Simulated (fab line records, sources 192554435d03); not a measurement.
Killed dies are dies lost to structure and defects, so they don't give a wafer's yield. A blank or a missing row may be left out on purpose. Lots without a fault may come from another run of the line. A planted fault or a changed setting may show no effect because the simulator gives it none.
Chamber matching | flow n5_finfet | N5_BEOL_M10_DEP_56 on pecvd-04: 3 sister chambers
The step deposits SiCN from 3MS/NH3, target thk 15 nm, time 26.5 s. 16 wafers are shown with their chamber, then 8 later ones without.

WAFERS WITH THEIR CHAMBER
wafer  | chamber | showerhead_vpp_V (V) | throttle_valve_pct (%) | showerhead_plenum_p_Torr (Torr)
L074.1 | 1       | 932                  | 10.2                   | 3.662
L074.2 | 2       | 855                  | 8.7                    | 3.647
L074.4 | 2       | 870                  | 8.8                    | 3.650
L076.1 | 1       | 936                  | 9.9                    | 3.657
L076.2 | 2       | 859                  | 8.9                    | 3.650
L076.4 | 0       | 874                  | 9.6                    | 3.661
L078.2 | 0       | 876                  | 9.7                    | 3.664
L078.3 | 2       | 850                  | 8.9                    | 3.648
L078.5 | 0       | 863                  | 9.8                    | 3.668
L079.1 | 0       | 868                  | 9.5                    | 3.666
L079.2 | 1       | 946                  | 10.5                   | 3.647
L079.6 | 1       | 945                  | 10.1                   | 3.657
L080.1 | 2       | 861                  | 8.9                    | 3.650
L080.2 | 0       | 875                  | 9.6                    | 3.672
L080.4 | 2       | 860                  | 8.8                    | 3.633
L082.1 | 2       | 867                  | 8.9                    | 3.641

SIGNATURES (means of the wafers above)
reading                  | chamber 0 | chamber 1 | chamber 2 | scatter within a chamber
showerhead_vpp_V         | 871.20    | 939.75    | 860.29    | 6.44
throttle_valve_pct       | 9.640     | 10.175    | 8.843     | 0.146
showerhead_plenum_p_Torr | 3.66620   | 3.65575   | 3.64557   | 0.00577
Rule: a wafer's distance from a chamber is the root of the sum, over the readings, of the square of ((its reading less the chamber's mean) divided by the reading's scatter). The wafer belongs to the nearest chamber; if the next one is less than 2 further off, it can't be placed. The scatter: the root of (the sum of the squares of (reading less its chamber's mean) over the shown wafers, divided by (wafers less chambers)).

WAFERS WITHOUT THEIR CHAMBER
wafer  | showerhead_vpp_V (V) | throttle_valve_pct (%) | showerhead_plenum_p_Torr (Torr)
L082.2 | 852                  | 9.3                    | 3.666
L082.6 | 930                  | 10.0                   | 3.661
L089.3 | 931                  | 10.4                   | 3.663
L089.4 | 858                  | 9.3                    | 3.669
L089.6 | 858                  | 9.0                    | 3.640
L093.1 | 862                  | 9.3                    | 3.664
L093.5 | 921                  | 10.0                   | 3.658
L093.6 | 853                  | 9.3                    | 3.664

WHICH CHAMBER EACH WENT THROUGH
wafer  | from the rows above     | in truth
L082.2 | can't be placed: 0 or 2 | 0
L082.6 | 1                       | 1
L089.3 | 1                       | 1
L089.4 | can't be placed: 0 or 2 | 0
L089.6 | 2                       | 2
L093.1 | can't be placed: 0 or 2 | 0
L093.5 | 1                       | 1
L093.6 | can't be placed: 0 or 2 | 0
Placed correctly: 4 of 8. Can't be placed from these rows: 4 (the true chamber is among the candidates in 4). Placed wrongly: 0.
